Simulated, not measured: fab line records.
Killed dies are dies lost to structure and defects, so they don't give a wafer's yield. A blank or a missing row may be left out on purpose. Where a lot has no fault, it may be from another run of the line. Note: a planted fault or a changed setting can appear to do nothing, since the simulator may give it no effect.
fab line records	flow n5_finfet	part 1 of 2: steps 1 to 4 of 6
[record] lots = 23	wafers = 69	last_day = 19
route steps=1938 shown HKMG_FIN@401 GATE_CUT@466
lots with no fault: from the same line, run without faults
start_h: start of the lot's first displayed wafer, in hours after the record's first day	wait_h: how many hours have passed since the lot's step before this one	" as in the row above	L1.1+2: a single row standing in for several wafers	- no value, or no start was given	* or withheld: withheld	< > ~ a bound
route shown NAME@n: a module of which the file shows steps, and the number in the route of the first	usual: mean and standard deviation over wafers with no fault	same: alike in all rows	chamber/n: place in a boat	sites: readings site by site	_std_site: the standard deviation of these	_edge_site: outer sites' mean less inner sites'	radius_mm: how far each site lies from the wafer's centre	mask NAME#n: copy n	behind: the last tool/chamber to shape the wafer	hold: the reason the lot was held/the length of the hold in hours/how it ended	device: the transistor (n, p or np) that didn't switch	end of line: tests of these same wafers at the route's end	where a step has no rows: the recipe by itself	killed: dies lost to structure and defects at the first sort, not the wafer's yield	map: shows each die of a wafer: x if killed, . if not, _ if none is there
set.NAME: the setting that was run; set.NAME@STEP: the one run at that earlier step	model.NAME: the simulator's own value behind a step, which no gauge read
steps of the route over a sample of lots; a table a step, a row a wafer
services: the hour from which a tool's chamber was out of use, counted from the record's first day as start_h (under 0 if before that day), plus the number of hours and why
[[steps]]
[step N5_HKMG_FIN_DESCUM_53]
[recipe] chemistry = O2	time_s = 7.9	source_power_w = 50	bias_power_w = 20	pressure_mtorr = 20	rf_frequency_hz = 2.712e+07	temp_c = 40	resist = CAR-ArF	o2_flow_sccm = 225
[usual] drypump_motor_current_A = 5.51/0.26	oes_product_au = 0.75/0.086	rf_vpp_V = 242.8/1.2	showerhead_plenum_p_Torr = 2.07/0.064	throttle_valve_pct = 20.33/0.18
lot.wafer	tool	chamber	start_h	wait_h	drypump_motor_current_A	oes_product_au	rf_hours_counter_h	rf_vpp_V	showerhead_plenum_p_Torr	throttle_valve_pct
L074.1	rie_diel-04	2	70.42	0.0	5.43	0.70	212	243.8	2.07	20.27
L074.2	"	0	"	"	5.54	0.74	180	243.0	2.09	20.35
L074.6	"	1	"	"	5.92	0.74	-	242.9	1.99	20.26
L075.2	rie_diel-03	3	83.69	0.4	5.42	0.92	18	243.6	2.16	20.55
L075.3	"	2	"	"	4.94	0.69	243	241.1	1.98	20.86
L075.5	"	1	"	"	5.82	0.70	-	245.5	2.17	20.61
L076.3	rie_diel-03	2	87.08	0.5	4.91	0.68	245	241.7	1.98	20.85
L076.4	"	1	"	"	5.85	0.69	204	243.2	2.17	20.62
L076.5	"	0	"	"	5.82	0.69	-	243.0	2.15	20.10
L077.2	rie_diel-04	2	91.19	0.0	5.41	0.70	220	242.1	2.07	20.28
L077.3	"	3	"	"	5.22	0.76	143	243.3	2.09	20.26
L077.5	"	3	"	"	5.23	0.76	-	243.5	2.09	20.27
L078.3	rie_diel-03	1	97.09	0.0	5.85	0.68	208	244.4	2.16	20.62
L078.4	"	0	"	"	5.84	0.69	244	243.4	2.15	20.11
L078.6	"	0	"	"	5.84	0.70	-	243.8	2.15	20.10
L079.1	rie_diel-03	1	101.47	0.1	5.84	0.68	209	244.5	2.16	20.65
L079.3	"	0	"	"	5.83	0.69	246	244.4	2.14	20.10
L079.4	"	3	"	"	5.43	0.91	-	243.0	2.16	20.56
L080.3	rie_diel-03	1	108.00	0.3	5.83	0.68	212	243.5	2.16	20.64
L080.4	"	0	"	"	5.85	0.69	-	243.1	2.14	20.11
L080.5	"	1	"	"	5.85	0.68	-	243.2	2.16	20.65
L081.4	rie_diel-04	3	122.28	0.0	5.24	0.76	153	244.1	2.08	20.29
L081.5	"	2	"	"	5.40	0.70	-	241.9	2.06	20.32
L081.6	"	3	"	"	5.20	0.76	-	242.7	2.08	20.29
L082.1	rie_diel-01	2	122.89	0.0	5.79	0.74	180	242.5	1.99	20.48
L082.2	"	1	"	"	5.64	0.70	197	243.4	1.99	20.38
L082.4	"	3	"	"	5.24	0.94	8	242.0	2.04	20.05
L083.1	rie_diel-04	1	127.57	0.0	5.90	0.73	190	241.2	1.98	20.26
L083.4	"	0	"	"	5.53	0.73	199	242.1	2.08	20.36
L083.5	"	2	"	"	5.41	0.69	-	245.3	2.06	20.30
L084.4	rie_diel-04	3	133.23	0.0	5.21	0.76	156	242.6	2.08	20.29
L084.5	"	1	"	"	5.88	0.73	-	241.9	1.98	20.25
L084.6	"	0	"	"	5.52	0.73	-	241.4	2.08	20.38
L085.1	rie_diel-01	1	139.73	0.2	5.62	0.69	204	243.1	1.99	20.37
L085.2	"	2	"	"	5.78	0.73	187	241.2	1.99	20.47
L085.6	"	3	"	"	5.22	0.92	-	243.8	2.03	20.08
L086.2	rie_diel-04	1	144.43	0.0	5.89	0.73	195	240.3	1.98	20.28
L086.3	"	0	"	"	5.53	0.73	204	242.4	2.08	20.37
L086.4	"	3	"	"	5.20	0.75	159	241.7	2.08	20.30
L087.2	rie_diel-01	1	149.64	0.2	5.63	0.71	206	241.4	1.99	20.39
L087.3	"	2	"	"	5.78	0.74	189	243.1	1.99	20.49
L087.4	"	3	"	"	5.23	0.92	18	243.2	2.03	20.07
L089.2	rie_diel-01	1	162.68	0.1	5.66	0.69	212	241.8	1.99	20.41
L089.4	"	0	"	"	5.33	0.71	195	243.6	2.16	20.34
L089.5	"	0	"	"	5.32	0.71	-	244.0	2.16	20.33
L090.1	rie_diel-04	3	166.20	0.0	5.20	0.73	167	241.9	2.08	20.29
L090.2	"	2	"	"	5.41	0.68	244	242.9	2.06	20.30
L090.4	"	3	"	"	5.23	0.74	-	242.7	2.08	20.32
L091.2	rie_diel-01	1	172.72	0.5	5.64	0.69	216	240.6	1.99	20.40
L091.4	"	0	"	"	5.33	0.70	199	243.7	2.15	20.33
L091.5	"	0	"	"	5.34	0.71	-	245.0	2.15	20.37
L092.1	rie_diel-04	0	178.20	0.0	5.53	0.72	214	243.1	2.07	20.39
L092.2	"	3	"	"	5.25	0.73	172	243.2	2.08	20.30
L092.3	"	2	"	"	5.40	0.69	248	244.4	2.06	20.33
L093.1	rie_diel-04	1	184.75	0.0	5.91	0.72	209	242.0	1.98	20.30
L093.2	"	0	"	"	5.53	0.71	215	243.1	2.07	20.40
L093.4	"	1	"	"	5.90	0.71	-	240.4	1.98	20.30
L094.2	rie_diel-04	0	195.76	0.0	5.54	0.72	221	242.9	2.07	20.40
L094.3	"	1	"	"	5.90	0.72	214	240.6	1.97	20.30
L094.4	"	1	"	"	5.90	0.71	-	241.5	1.97	20.29
L095.3	rie_diel-04	3	197.45	0.0	5.22	0.73	180	240.5	2.07	20.32
L095.4	"	0	"	"	5.54	0.71	222	243.4	2.07	20.40
L095.5	"	1	"	"	5.90	0.71	-	242.4	1.97	20.30
L096.2	rie_diel-04	2	205.16	0.0	5.39	1.00	3	242.3	2.06	19.90
L096.3	"	0	"	"	5.51	0.71	225	242.9	2.07	20.41
L096.5	"	3	"	"	5.21	0.74	-	242.1	2.07	20.34
L097.2	rie_diel-01	1	208.51	0.3	5.63	0.68	229	241.2	1.98	20.42
L097.4	"	0	"	"	5.31	0.70	-	243.8	2.15	20.39
L097.6	"	1	"	"	5.66	0.68	-	240.5	1.98	20.44
[step N5_HKMG_FIN_PWFM_ALD_03]
[recipe] material = TiN	target_thk_a = 20	temp_c = 400	ald_precursor_family = TiCl4	ald_co_reactant = NH3	pulse_time_s = 1	purge_time_s = 3	co_reactant_purge_time_s = 2	co_reactant_pulse_time_s = 2	ald_cycles = 91	pressure_torr = 3
[usual] heater_power_w = 865/87	precursor_pulse_height_rel = 1.000/0.02
[same] pulse_time_s = 1
lot.wafer	tool	chamber	start_h	wait_h	heater_power_w	precursor_pulse_height_rel
L074.1	ald_metal-03	0	72.88	0.0	764	1.034
L074.2	"	3	"	"	941	1.018
L074.6	"	0	"	"	746	1.011
L075.2	ald_metal-03	3	86.14	0.0	938	0.976
L075.3	"	2	"	"	893	1.009
L075.5	"	0	"	"	722	1.003
L076.3	ald_metal-04	1	89.54	0.0	804	0.999
L076.4	"	2	"	"	936	0.997
L076.5	"	1	"	"	812	0.987
L077.2	ald_metal-02	0	93.63	0.0	1005	0.980
L077.3	"	1	"	"	897	0.996
L077.5	"	1	"	"	905	1.008
L078.3	ald_metal-03	2	99.56	0.0	890	0.987
L078.4	"	3	"	"	937	0.971
L078.6	"	1	"	"	906	0.988
L079.1	ald_metal-02	1	103.91	0.0	900	0.991
L079.3	"	2	"	"	967	1.004
L079.4	"	1	"	"	875	1.010
L080.3	ald_metal-03	1	110.46	0.0	920	0.989
L080.4	"	0	"	"	757	0.998
L080.5	"	2	"	"	896	0.953
L081.4	ald_metal-02	0	124.74	0.0	970	0.998
L081.5	"	0	"	"	949	1.008
L081.6	"	1	"	"	920	0.968
L082.1	ald_metal-03	0	125.34	0.0	725	1.029
L082.2	"	3	"	"	942	1.014
L082.4	"	2	"	"	890	1.011
L083.1	ald_metal-04	3	130.21	0.0	758	0.999
L083.4	"	1	"	"	805	0.994
L083.5	"	2	"	"	946	0.961
L084.4	ald_metal-02	0	135.68	0.0	992	0.960
L084.5	"	3	"	"	902	1.001
L084.6	"	2	"	"	961	0.961
L085.1	ald_metal-03	3	142.17	0.0	962	0.982
L085.2	"	1	"	"	903	1.024
L085.6	"	3	"	"	930	1.029
L086.2	ald_metal-02	2	146.88	0.0	972	0.986
L086.3	"	3	"	"	903	0.994
L086.4	"	0	"	"	1006	0.971
L087.2	ald_metal-04	3	152.09	0.0	764	0.997
L087.3	"	0	"	"	752	0.993
L087.4	"	2	"	"	923	1.034
L089.2	ald_metal-04	0	165.30	0.0	737	1.025
L089.4	"	3	"	"	749	0.990
L089.5	"	0	"	"	764	1.005
L090.1	ald_metal-03	3	168.84	0.0	925	1.010
L090.2	"	0	"	"	741	1.025
L090.4	"	2	"	"	894	0.985
L091.2	ald_metal-03	3	175.23	0.0	964	1.029
L091.4	"	1	"	"	913	1.006
L091.5	"	2	"	"	908	1.028
L092.1	ald_metal-04	1	180.65	0.0	811	0.959
L092.2	"	0	"	"	760	1.029
L092.3	"	3	"	"	773	1.035
L093.1	ald_metal-02	0	187.19	0.0	1014	1.042
L093.2	"	3	"	"	879	1.036
L093.4	"	2	"	"	958	1.029
L094.2	ald_metal-04	1	198.32	0.0	810	0.975
L094.3	"	0	"	"	763	0.992
L094.4	"	2	"	"	933	0.981
L095.3	ald_metal-04	1	200.02	0.0	795	0.995
L095.4	"	2	"	"	899	0.971
L095.5	"	3	"	"	764	1.003
L096.2	ald_metal-03	1	207.61	0.0	934	1.027
L096.3	"	0	"	"	731	1.007
L096.5	"	2	"	"	900	1.014
L097.2	ald_metal-04	1	211.17	0.0	799	0.969
L097.4	"	2	"	"	926	1.010
L097.6	"	2	"	"	919	1.013
[step N5_HKMG_FIN_DESCUM_17]
[recipe] chemistry = O2	time_s = 7.9	source_power_w = 50	bias_power_w = 20	pressure_mtorr = 20	rf_frequency_hz = 2.712e+07	temp_c = 40	resist = CAR-ArF	o2_flow_sccm = 225
[usual] drypump_motor_current_A = 5.51/0.28	oes_product_au = 0.77/0.095	rf_vpp_V = 242.8/1.5	showerhead_plenum_p_Torr = 2.07/0.076	throttle_valve_pct = 20.36/0.2
lot.wafer	tool	chamber	start_h	wait_h	drypump_motor_current_A	oes_product_au	rf_hours_counter_h	rf_vpp_V	showerhead_plenum_p_Torr	throttle_valve_pct
L074.1	rie_diel-01	0	73.81	0.0	5.34	0.73	165	245.4	2.17	20.31
L074.2	"	2	"	"	5.78	0.75	161	241.6	2.00	20.44
L074.6	"	0	"	"	5.34	0.74	-	244.4	2.17	20.31
L075.2	rie_diel-01	0	87.19	0.3	5.35	0.74	171	244.4	2.16	20.32
L075.3	"	2	"	"	5.76	0.75	167	241.2	2.00	20.44
L075.5	"	2	"	"	5.77	0.75	-	241.1	2.00	20.44
L076.3	rie_diel-03	1	90.47	0.0	5.82	0.68	205	244.8	2.17	20.64
L076.4	"	0	"	"	5.84	0.70	242	243.2	2.15	20.10
L076.5	"	3	"	"	5.45	0.91	-	245.5	2.16	20.57
L077.2	rie_diel-03	2	94.56	0.0	4.97	0.69	248	242.4	1.98	20.86
L077.3	"	3	"	"	5.43	0.90	23	244.3	2.16	20.54
L077.5	"	1	"	"	5.83	0.68	-	243.1	2.17	20.63
L078.3	rie_diel-04	2	100.75	0.4	5.41	0.69	223	241.7	2.07	20.27
L078.4	"	0	"	"	5.53	0.73	191	241.3	2.08	20.35
L078.6	"	0	"	"	5.53	0.73	-	243.3	2.08	20.35
L079.1	rie_diel-04	1	104.90	0.1	5.91	0.73	184	242.7	1.98	20.27
L079.3	"	2	"	"	5.41	0.70	224	244.4	2.07	20.29
L079.4	"	3	"	"	5.19	0.76	148	242.6	2.09	20.26
L080.3	rie_diel-01	3	111.38	0.0	5.23	0.96	5	242.4	2.04	20.07
L080.4	"	0	"	"	5.34	0.72	180	243.5	2.16	20.33
L080.5	"	1	"	"	5.64	0.70	-	240.9	2.00	20.37
L081.4	rie_diel-01	2	125.67	0.0	5.76	0.74	181	242.7	1.99	20.48
L081.5	"	0	"	"	5.34	0.72	-	243.6	2.16	20.31
L081.6	"	3	"	"	5.23	0.95	-	243.0	2.04	20.07
L082.1	rie_diel-01	0	126.26	0.0	5.35	0.73	185	243.8	2.16	20.31
L082.2	"	3	"	"	5.26	0.94	9	243.7	2.03	20.06
L082.4	"	1	"	"	5.63	0.69	198	241.5	1.99	20.36
L083.1	rie_diel-03	2	131.33	0.2	4.94	0.99	2	244.6	2.25	20.46
L083.4	"	3	"	"	5.44	0.88	-	244.2	2.16	20.59
L083.5	"	1	"	"	5.82	0.67	-	246.1	2.16	20.64
L084.4	rie_diel-01	3	136.63	0.0	5.24	0.93	-	243.1	2.03	20.07
L084.5	"	2	"	"	5.76	0.73	-	242.7	1.99	20.48
L084.6	"	1	"	"	5.63	0.70	-	241.7	1.99	20.39
L085.1	rie_diel-04	0	142.97	0.0	5.52	0.72	203	242.1	2.08	20.38
L085.2	"	1	"	"	5.92	0.73	195	241.1	1.98	20.27
L085.6	"	2	"	"	5.39	0.69	-	243.2	2.06	20.29
L086.2	rie_diel-01	2	147.81	0.0	5.76	0.73	188	242.6	1.99	20.47
L086.3	"	3	"	"	5.26	0.93	17	242.8	2.03	20.08
L086.4	"	0	"	"	5.33	0.72	188	243.3	2.16	20.33
L087.2	rie_diel-04	1	153.14	0.2	5.91	0.72	198	242.2	1.98	20.28
L087.3	"	0	"	"	5.53	0.72	207	243.8	2.08	20.39
L087.4	"	2	"	"	5.41	0.68	239	243.6	2.06	20.31
L089.2	rie_diel-03	1	166.25	0.1	5.83	0.66	232	244.1	2.16	20.67
L089.4	"	0	"	"	5.83	0.97	5	242.1	2.14	19.82
L089.5	"	3	"	"	5.44	0.87	-	242.2	2.15	20.59
L090.1	rie_diel-01	3	169.64	0.0	5.24	0.91	27	242.2	2.03	20.10
L090.2	"	0	"	"	5.32	0.72	198	245.2	2.15	20.36
L090.4	"	1	"	"	5.63	0.70	215	242.9	1.99	20.40
L091.2	rie_diel-04	2	176.16	0.0	5.39	0.68	248	242.5	2.06	20.33
L091.4	"	0	"	"	5.54	0.72	213	242.4	2.07	20.40
L091.5	"	0	"	"	5.54	0.72	-	242.8	2.08	20.37
L092.1	rie_diel-01	2	181.58	0.0	5.77	0.71	202	241.8	1.98	20.48
L092.2	"	1	"	"	5.63	0.69	219	242.1	1.99	20.39
L092.3	"	3	"	"	5.24	0.89	30	241.3	2.03	20.11
L093.1	rie_diel-01	3	188.27	0.3	5.23	0.89	33	242.5	2.03	20.11
L093.2	"	1	"	"	5.62	0.69	221	239.8	1.99	20.40
L093.4	"	2	"	"	5.75	0.71	204	240.8	1.98	20.48
L094.2	rie_diel-04	0	199.25	0.0	5.52	0.71	222	243.8	2.07	20.40
L094.3	"	1	"	"	5.92	0.71	216	241.0	1.97	20.32
L094.4	"	2	"	"	5.37	1.02	1	241.8	2.06	19.90
L095.3	rie_diel-04	3	200.82	0.0	5.20	0.73	181	242.9	2.07	20.33
L095.4	"	2	"	"	5.39	1.00	2	241.0	2.06	19.92
L095.5	"	3	"	"	5.19	0.73	-	243.6	2.07	20.32
L096.2	rie_diel-03	0	208.63	0.3	5.82	0.94	20	243.4	2.13	19.84
L096.3	"	2	"	"	4.91	0.91	26	245.5	2.24	20.50
L096.5	"	1	"	"	5.84	0.67	-	245.2	2.15	20.69
L097.2	rie_diel-03	1	212.59	0.5	5.83	0.66	248	244.2	2.15	20.69
L097.4	"	3	"	"	5.44	0.84	64	242.8	2.15	20.62
L097.6	"	0	"	"	5.85	0.92	-	243.1	2.13	19.85
[step N5_GATE_CUT_ETCH_56]
[recipe] chemistry = Cl2/Ar	target = TiN	target_depth_a = 216	pressure_mtorr = 10	icp_w = 600	bias_w = 60	Cl2_flow_sccm = 40	Ar_flow_sccm = 60
[usual] bias_w = 60.00/0.19	drypump_motor_current_A = 5.8/0.55	oes_product_au = 0.78/0.13	throttle_valve_pct = 21.02/0.29
lot.wafer	tool	chamber	start_h	wait_h	bias_w	drypump_motor_current_A	oes_product_au	rf_hours_counter_h	throttle_valve_pct
L074.1	rie_metal-01	1	78.50	0.1	59.71	5.4	0.91	8	20.90
L074.2	"	0	"	"	59.96	5.8	0.70	76	21.31
L074.6	"	0	"	"	59.92	5.8	0.70	-	21.34
L075.2	rie_metal-01	0	92.19	0.1	60.04	5.8	0.70	77	21.34
L075.3	"	0	"	"	60.04	5.8	0.69	-	21.34
L075.5	"	1	"	"	59.84	5.4	0.90	-	20.88
L076.3	rie_metal-01	0	95.09	0.1	60.03	5.9	0.70	-	21.35
L076.4	"	1	"	"	60.24	5.4	0.90	-	20.90
L076.5	"	0	"	"	59.83	5.9	0.69	-	21.36
L077.2	rie_metal-03	0	99.10	0.1	60.23	6.7	0.93	4	20.34
L077.3	"	0	"	"	59.99	6.7	0.92	-	20.32
L077.5	"	1	"	"	59.82	5.3	0.60	-	21.16
L078.3	rie_metal-01	0	105.40	0.1	60.23	5.8	0.69	-	21.35
L078.4	"	1	"	"	60.03	5.4	0.90	-	20.89
L078.6	"	1	"	"	60.08	5.4	0.91	-	20.87
L079.1	rie_metal-02	0	109.58	0.1	60.13	5.3	0.58	148	20.83
L079.3	"	1	"	"	59.90	6.7	0.72	-	21.10
L079.4	"	0	"	"	60.09	5.3	0.58	-	20.85
L080.3	rie_metal-03	1	116.11	0.2	60.14	5.3	0.60	-	21.16
L080.4	"	1	"	"	60.10	5.3	0.60	-	21.16
L080.5	"	1	"	"	59.92	5.3	0.60	-	21.17
L081.4	rie_metal-01	1	130.53	0.1	59.94	5.4	0.89	-	20.90
L081.5	"	0	"	"	59.74	5.9	0.68	-	21.35
L081.6	"	1	"	"	59.99	5.4	0.88	-	20.93
L082.1	rie_metal-02	1	131.06	0.2	59.77	6.7	0.71	86	21.12
L082.2	"	1	"	"	59.84	6.7	0.71	-	21.12
L082.4	"	1	"	"	59.95	6.7	0.70	-	21.12
L083.1	rie_metal-01	1	136.11	0.1	59.89	5.4	0.88	12	20.90
L083.4	"	0	"	"	60.02	5.9	0.69	-	21.35
L083.5	"	0	"	"	60.25	5.8	0.69	-	21.35
L084.4	rie_metal-03	1	141.54	0.2	60.25	5.3	0.59	-	21.15
L084.5	"	1	"	"	60.37	5.3	0.60	-	21.17
L084.6	"	1	"	"	60.20	5.3	0.60	-	21.18
L085.1	rie_metal-02	0	147.63	0.1	59.99	5.3	0.99	1	20.55
L085.2	"	1	"	"	60.12	6.7	0.71	88	21.13
L085.6	"	1	"	"	60.09	6.7	0.71	-	21.14
L086.2	rie_metal-01	0	152.46	0.1	59.90	5.8	0.68	82	21.36
L086.3	"	0	"	"	60.03	5.9	0.68	-	21.35
L086.4	"	1	"	"	59.76	5.4	0.87	-	20.89
L087.2	rie_metal-01	1	158.32	0.1	60.09	5.4	0.87	15	20.92
L087.3	"	0	"	"	60.00	5.9	0.68	-	21.36
L087.4	"	1	"	"	60.25	5.4	0.87	-	20.92
L089.2	rie_metal-01	0	170.97	0.1	60.20	5.8	0.69	84	21.35
L089.4	"	0	"	"	60.16	5.9	0.67	-	21.37
L089.5	"	0	"	"	60.14	5.8	0.68	-	21.36
L090.1	rie_metal-01	1	174.20	0.1	59.88	5.4	0.85	16	20.92
L090.2	"	0	"	"	60.12	5.8	0.68	85	21.37
L090.4	"	0	"	"	59.97	5.9	0.67	-	21.37
L091.2	rie_metal-02	0	180.74	0.1	60.23	5.3	0.96	4	20.55
L091.4	"	0	"	"	60.11	5.3	0.96	-	20.58
L091.5	"	1	"	"	60.38	6.7	0.70	-	21.13
L092.1	rie_metal-02	0	186.11	0.1	59.92	5.3	0.96	4	20.55
L092.2	"	1	"	"	59.91	6.7	0.69	92	21.14
L092.3	"	0	"	"	60.16	5.3	0.95	-	20.58
L093.1	rie_metal-01	1	192.83	0.1	60.01	5.4	0.85	18	20.93
L093.2	"	0	"	"	60.31	5.9	0.67	86	21.37
L093.4	"	0	"	"	59.93	5.9	0.67	-	21.36
L094.2	rie_metal-03	1	203.79	0.1	59.77	5.3	1.00	1	20.91
L094.3	"	1	"	"	59.72	5.3	1.02	-	20.91
L094.4	"	0	"	"	60.21	6.8	0.89	-	20.33
L095.3	rie_metal-03	1	205.40	0.1	60.01	5.3	1.01	-	20.92
L095.4	"	0	"	"	59.99	6.7	0.91	-	20.30
L095.5	"	1	"	"	60.17	5.3	1.00	-	20.92
L096.2	rie_metal-02	0	213.39	0.1	59.81	5.3	0.93	7	20.57
L096.3	"	0	"	"	59.93	5.3	0.94	-	20.56
L096.5	"	0	"	"	59.73	5.3	0.93	-	20.57
L097.2	rie_metal-02	1	217.34	0.2	60.12	6.7	0.69	-	21.14
L097.4	"	1	"	"	60.00	6.7	0.69	-	21.14
L097.6	"	1	"	"	60.02	6.7	0.68	-	21.16
